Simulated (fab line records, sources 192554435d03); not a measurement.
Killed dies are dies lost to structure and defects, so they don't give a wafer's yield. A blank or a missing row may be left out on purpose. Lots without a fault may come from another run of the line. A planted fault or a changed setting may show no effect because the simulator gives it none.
fab line records | flow n5_finfet
record lots=10 wafers=30 last_day=18
route steps=1938 shown BEOL_M1@754 BEOL_M4@1111
lots that met no fault: from a run of the same line without faults
start_h: hours from the record's first day to the start of the lot's first wafer shown | wait_h: hours since the lot's step before | " the same as in the row above | L1.1+2: a row that stands for several wafers | - no value, or no start given | * or withheld: withheld | < > ~ a bound
route shown NAME@n: a module of which the file shows steps, and the number in the route of the first | usual: mean/standard deviation of fault-free wafers | same: alike in all rows | chamber/n: place in a boat | sites: the reading at each site | _std_site: their standard deviation | _edge_site: outer sites' mean less inner sites' | radius_mm: how far each site lies from the wafer's centre | mask NAME#n: copy n | behind: the tool/chamber that last shaped the wafer | hold: why the lot was held/for how many hours/how that ended | device: the transistor (n, p or np) that didn't switch | end of line: the same wafers' tests at the end of the route | a step without rows: its recipe alone | killed: dies lost to structure and defects at the first sort, not the wafer's yield | map: a wafer's dies, x killed, . not, _ none there
set.NAME: the setting as run; set.NAME@STEP: as run at that earlier step | model.NAME: the simulator's own value behind a step, which no gauge read
steps of the route over a sample of lots; a table a step, a row a wafer
services: from which hour (start_h, from the record's first day; less than 0 if before it) a tool's chamber was out of use, for how many hours, and why
## steps
# step N5_BEOL_M1_HM_DEP_02
# recipe material=TiN target_thk_a=200 temp_c=25 chamber_pressure_pa=0.49996
# usual chamber_pressure_pa=0.4999/0.0011 throttle_valve_pct=30.9/0.72
# columns lot.wafer tool chamber start_h wait_h chamber_pressure_pa throttle_valve_pct
L461.1 pvd_sputter-03 - 127.11 1.0 0.5014 30.8
L461.2 " - " " 0.5001 31.1
L461.3 " - " " 0.5008 30.2
L462.1 pvd_sputter-01 - 137.51 3.6 0.5007 30.6
L462.3 " - " " 0.5007 30.3
L462.4 " - " " 0.5003 31.8
L464.1 pvd_sputter-01 - 147.85 0.7 0.5001 31.9
L464.2 " - " " 0.5006 31.4
L464.5 " - " " 0.4998 30.8
L466.1 pvd_sputter-03 - 151.16 0.7 0.5026 30.8
L466.3 " - " " 0.5002 29.5
L466.5 " - " " 0.5008 30.6
L467.2 pvd_sputter-02 - 159.86 4.8 0.4973 31.1
L467.3 " - " " 0.5003 30.1
L467.6 " - " " 0.5004 30.1
L471.3 pvd_sputter-02 - 191.45 0.3 0.4989 31.0
L471.4 " - " " 0.5014 32.1
L471.6 " - " " 0.4999 31.5
L480.1 pvd_sputter-02 - 244.64 0.2 0.5002 31.0
L480.4 " - " " 0.4998 31.3
L480.5 " - " " 0.5000 30.3
L481.2 pvd_sputter-03 - 259.28 0.2 0.4998 30.7
L481.4 " - " " 0.5009 31.2
L481.6 " - " " 0.5008 30.3
L482.1 pvd_sputter-02 - 268.67 2.5 0.4999 31.8
L482.5 " - " " 0.5004 30.4
L482.6 " - " " 0.4999 31.0
L483.1 pvd_sputter-01 - 269.79 0.8 0.4994 31.2
L483.3 " - " " 0.5023 31.8
L483.5 " - " " 0.5023 31.8
# step N5_BEOL_M1_STRIP_19
# recipe chemistry=O2 power_w=400 temp_c=40 pressure_mtorr=30 rf_frequency_hz=6e+07 bias_power_w=0 overash_fraction=0.2 o2_flow_sccm=225
# usual drypump_motor_current_A=5.7/0.42 oes_product_au=0.77/0.087 rf_vpp_V=3.6/0.47 showerhead_plenum_p_Torr=2.09/0.058 temp_c=40.01/0.1 throttle_valve_pct=16.78/0.23
# columns lot.wafer tool chamber start_h wait_h drypump_motor_current_A oes_product_au rf_hours_counter_h rf_vpp_V showerhead_plenum_p_Torr temp_c throttle_valve_pct
L461.1 rie_diel-05 1 129.28 0.1 5.5 0.71 169 4.2 2.01 40.12 16.80
L461.2 " 0 " " 6.0 0.73 180 3.9 2.17 39.95 17.05
L461.3 " 3 " " 5.7 0.84 70 3.7 2.04 39.88 16.39
L462.1 rie_diel-05 0 138.52 0.1 6.0 0.73 183 3.3 2.17 40.07 17.08
L462.3 " 3 " " 5.7 0.84 73 2.7 2.04 39.86 16.40
L462.4 " 2 " " 5.1 0.90 37 3.2 2.13 39.92 16.49
L464.1 rie_diel-04 0 149.18 0.2 5.6 0.85 52 3.9 2.05 40.08 16.70
L464.2 " 1 " " 5.9 0.69 224 3.9 2.15 39.89 16.78
L464.5 " 2 " " 6.5 0.65 - 3.3 2.06 39.90 17.28
L466.1 rie_diel-05 3 152.36 0.3 5.7 0.84 77 2.9 2.04 40.18 16.41
L466.3 " 2 " " 5.1 0.89 42 3.6 2.12 40.11 16.49
L466.5 " 0 " " 6.0 0.73 - 3.0 2.17 39.90 17.09
L467.2 rie_diel-05 1 161.03 0.2 5.5 0.72 179 3.4 2.00 40.03 16.83
L467.3 " 3 " " 5.7 0.84 80 3.9 2.04 39.96 16.41
L467.6 " 2 " " 5.1 0.88 - 3.7 2.12 39.97 16.49
L471.3 rie_diel-04 2 193.25 0.2 6.5 0.96 6 3.9 2.05 40.09 16.76
L471.4 " 0 " " 5.6 0.83 64 3.7 2.05 40.09 16.72
L471.6 " 0 " " 5.6 0.82 - 2.6 2.05 40.02 16.73
L480.1 rie_diel-04 2 245.58 0.1 6.5 0.92 20 4.1 2.05 40.13 16.78
L480.4 " 3 " " 5.1 0.76 - 3.9 2.09 39.97 16.96
L480.5 " 2 " " 6.5 0.93 - 3.1 2.05 39.93 16.78
L481.2 rie_diel-05 1 260.28 0.1 5.5 0.70 211 4.2 1.99 40.02 16.85
L481.4 " 3 " " 5.7 0.80 112 3.2 2.03 39.82 16.48
L481.6 " 2 " " 5.1 0.85 - 2.9 2.11 40.20 16.54
L482.1 rie_diel-04 3 269.85 0.3 5.1 0.74 173 3.0 2.09 40.12 16.98
L482.5 " 2 " " 6.5 0.90 - 4.1 2.04 39.94 16.79
L482.6 " 1 " " 5.9 0.98 - 3.5 2.14 40.02 16.34
L483.1 rie_diel-05 1 270.79 0.1 5.5 0.69 214 3.6 1.99 40.02 16.89
L483.3 " 2 " " 5.1 0.84 73 3.7 2.11 39.94 16.56
L483.5 " 2 " " 5.1 0.83 - 3.6 2.11 39.96 16.55
# step N5_BEOL_M1_COAT_76
# recipe resist=underlayer temp_c=205 time_s=60 spin_rpm=1500 resist_thk_nm=5
# usual heater_power_total_W=391.6/1.3 plate_temp_C=205.00/0.16 spin_speed_rpm=1500.0/1.3
# columns lot.wafer tool chamber start_h wait_h heater_power_total_W plate_temp_C spin_speed_rpm
L461.1 litho_track-05 0 129.39 - 392.2 205.09 1502.0
L461.2 " 0 " " 391.2 205.19 1500.8
L461.3 " 0 " " 391.3 204.98 1498.8
L462.1 litho_track-05 0 138.63 - 392.4 205.20 1498.9
L462.3 " 0 " " 389.7 205.04 1500.2
L462.4 " 0 " " 392.7 205.08 1499.3
L464.1 litho_track-04 0 149.29 - 393.4 204.96 1502.7
L464.2 " 0 " " 392.4 205.05 1501.9
L464.5 " 0 " " 393.8 205.08 1501.5
L466.1 litho_track-05 0 152.47 - 389.9 205.01 1498.2
L466.3 " 0 " " 393.0 204.61 1500.6
L466.5 " 0 " " 390.7 204.77 1499.0
L467.2 litho_track-03 0 161.14 - 391.6 205.05 1501.5
L467.3 " 0 " " 392.3 204.91 1500.6
L467.6 " 0 " " 391.1 204.80 1499.6
L471.3 litho_track-03 0 193.36 - 393.9 204.75 1503.0
L471.4 " 0 " " 391.8 204.75 1501.7
L471.6 " 0 " " 390.8 204.97 1500.7
L480.1 litho_track-05 0 245.69 - 406.1 211.28 1498.5
L480.4 " 0 " " 406.0 211.43 1499.3
L480.5 " 0 " " 405.1 211.48 1498.0
L481.2 litho_track-05 0 260.39 - 404.2 211.36 1499.8
L481.4 " 0 " " 406.3 211.46 1501.1
L481.6 " 0 " " 409.3 211.25 1501.0
L482.1 litho_track-03 0 269.96 - 393.2 204.85 1501.4
L482.5 " 0 " " 393.4 204.91 1499.1
L482.6 " 0 " " 389.9 204.73 1500.5
L483.1 litho_track-04 0 270.90 - 392.9 205.21 1501.3
L483.3 " 0 " " 392.1 205.02 1502.0
L483.5 " 0 " " 393.1 204.81 1499.4
# step N5_BEOL_M1_OVL_MEAS_29
# recipe points_per_wafer=522
# usual V0_OVL=-0.3/0.69
# columns lot.wafer tool chamber start_h wait_h V0_OVL[nm]
L461.1 overlay-01 0 129.70 0.0 0.4
L461.2 " 0 " " 0.7
L461.3 " 0 " " -0.8
L462.1 overlay-02 0 139.06 0.0 0.2
L462.3 " 0 " " 0.1
L462.4 " 0 " " 0.8
L464.1 overlay-02 0 149.72 0.0 -0.8
L464.2 " 0 " " -1.4
L464.5 " 0 " " -0.6
L466.1 overlay-02 0 152.79 0.0 0.4
L466.3 " 0 " " 1.0
L466.5 " 0 " " 1.2
L467.2 overlay-02 0 161.59 0.0 -1.2
L467.3 " 0 " " -1.2
L467.6 " 0 " " -0.5
L471.3 overlay-02 0 193.68 0.0 -1.2
L471.4 " 0 " " -0.5
L471.6 " 0 " " -0.6
L480.1 overlay-02 0 246.12 0.0 0.2
L480.4 " 0 " " -1.1
L480.5 " 0 " " 1.1
L481.2 overlay-02 0 260.83 0.0 0.2
L481.4 " 0 " " -0.6
L481.6 " 0 " " -0.5
L482.1 overlay-01 0 270.40 0.0 0.0
L482.5 " 0 " " 0.3
L482.6 " 0 " " 0.6
L483.1 overlay-02 0 271.20 0.0 0.0
L483.3 " 0 " " -0.6
L483.5 " 0 " " -1.1
# step N5_BEOL_M4_RC_MEAS_101
# usual DIBL_N=36.4/1.2 DIBL_P=36.1/1.6 IOFF_N=0.156/0.024 IOFF_P=0.21/0.031 ION_N=674/11 ION_P=463/6.9 SS_N=71.5/0.5 SS_P=73.2/0.55 VT_N=250.0/2.9 VT_P=-250/3.6
# columns lot.wafer tool chamber start_h wait_h DIBL_N[mV/V] DIBL_P[mV/V] IOFF_N[nA/um] IOFF_P[nA/um] ION_N[uA/um] ION_P[uA/um] SS_N[mV/dec] SS_P[mV/dec] VT_N[mV] VT_P[mV]
L461.1 prober-01 0 167.87 0.0 36.0 35.3 0.151 0.23 682 472 71.9 73.1 250.8 -246
L461.2 " 0 " " 35.7 35.0 0.147 0.22 677 471 72.0 72.9 251.0 -246
L461.3 " 0 " " 36.9 35.9 0.168 0.24 679 469 71.3 72.6 247.8 -245
L462.1 prober-01 0 173.74 0.0 37.3 38.3 0.181 0.23 680 469 72.1 73.3 247.3 -250
L462.3 " 0 " " 38.7 39.4 0.208 0.24 684 464 72.1 73.8 244.2 -249
L462.4 " 0 " " 36.8 37.6 0.167 0.21 674 459 72.4 73.3 247.0 -251
L464.1 prober-02 0 189.00 0.0 37.3 39.6 0.204 0.26 698 473 72.3 73.9 245.0 -250
L464.2 " 0 " " 35.2 37.1 0.160 0.22 669 459 71.4 73.7 249.5 -248
L464.5 " 0 " " 36.6 38.4 0.183 0.24 676 461 71.8 73.5 247.5 -250
L466.1 prober-01 0 191.95 0.0 36.8 35.8 0.182 0.28 676 470 71.2 73.6 250.4 -245
L466.3 " 0 " " 38.0 36.4 0.195 0.28 683 467 72.1 74.5 247.6 -242
L466.5 " 0 " " 37.1 36.3 0.185 0.29 681 471 71.8 73.5 247.4 -243
L467.2 prober-02 0 195.98 0.2 34.6 33.9 0.136 0.20 661 466 70.7 73.5 250.5 -249
L467.3 " 0 " " 35.2 35.1 0.148 0.22 678 468 71.2 73.2 251.3 -247
L467.6 " 0 " " 36.4 36.3 0.181 0.25 688 482 71.6 73.9 246.8 -246
L471.3 prober-02 0 232.71 0.3 38.7 38.0 0.181 0.25 671 464 72.1 73.0 245.3 -246
L471.4 " 0 " " 38.5 38.2 0.185 0.25 683 468 72.3 73.4 245.3 -249
L471.6 " 0 " " 40.6 41.5 0.236 0.31 696 477 72.6 73.8 245.4 -242
L480.1 prober-02 0 284.30 0.0 34.0 34.0 0.129 0.18 667 467 71.0 73.1 252.9 -249
L480.4 " 0 " " 34.5 35.2 0.134 0.20 670 467 71.1 72.5 249.4 -250
L480.5 " 0 " " 34.4 33.8 0.120 0.18 660 459 70.2 72.6 251.6 -250
L481.2 prober-02 0 300.99 0.2 37.2 36.8 0.152 0.20 674 464 71.7 72.6 251.9 -254
L481.4 " 0 " " 35.7 34.9 0.127 0.18 669 462 71.3 72.5 253.1 -254
L481.6 " 0 " " 36.0 34.9 0.134 0.18 681 464 71.2 72.6 253.8 -255
L482.1 prober-02 0 314.63 0.0 37.1 37.7 0.179 0.23 668 464 71.8 74.1 247.6 -249
L482.5 " 0 " " 36.2 36.1 0.154 0.20 657 455 71.2 73.4 252.0 -253
L482.6 " 0 " " 36.1 36.2 0.154 0.20 670 460 71.6 73.5 250.1 -253
L483.1 prober-01 0 314.74 0.0 35.8 35.8 0.156 0.19 678 464 71.4 73.8 248.1 -253
L483.3 " 0 " " 35.0 34.4 0.141 0.17 674 452 72.0 73.3 251.6 -255
L483.5 " 0 " " 35.1 34.8 0.140 0.17 681 464 71.5 72.8 248.5 -254
## services
# columns tool chamber start_h hours kind
rie_diel-05 0 105.22 2.4 repair
pvd_sputter-02 - 115.51 1.1 repair
rie_diel-05 0 149.24 2.4 repair
rie_diel-04 0 150.26 5.2 repair
rie_diel-04 2 155.76 - clean
rie_diel-04 2 155.76 - consumable_replace:esc
rie_diel-04 2 155.76 - consumable_replace:focus_ring
rie_diel-04 2 155.76 18.5 scheduled_down
rie_diel-04 2 155.76 18.5 vent_cycle
rie_diel-04 1 244.83 - clean
rie_diel-04 1 244.83 - consumable_replace:focus_ring
rie_diel-04 1 244.83 22.6 scheduled_down
rie_diel-04 1 244.83 22.6 vent_cycle
## key
first_sign step=N5_BEOL_M1_COAT_76 reading=plate_temp_C direction=up sigmas=40 usual=* struck=*
effect step=N5_BEOL_M1_COAT_76 reading=heater_power_total_W direction=up sigmas=11 usual=* struck=*
met_at N5_BEOL_M1_COAT_76
struck_lots L480,L481
not_acting_at N5_BEOL_M1_HM_DEP_02,N5_BEOL_M1_STRIP_19,N5_BEOL_M1_OVL_MEAS_29
onset_between 152.47 245.69
fault kind=process_parameter_drift tool=litho_track-05 chamber=- onset_h=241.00 steps=N5_BEOL_M1_COAT_76 channel=temp_c offset=* shape=step end_h=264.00 acts_in=* stated=*
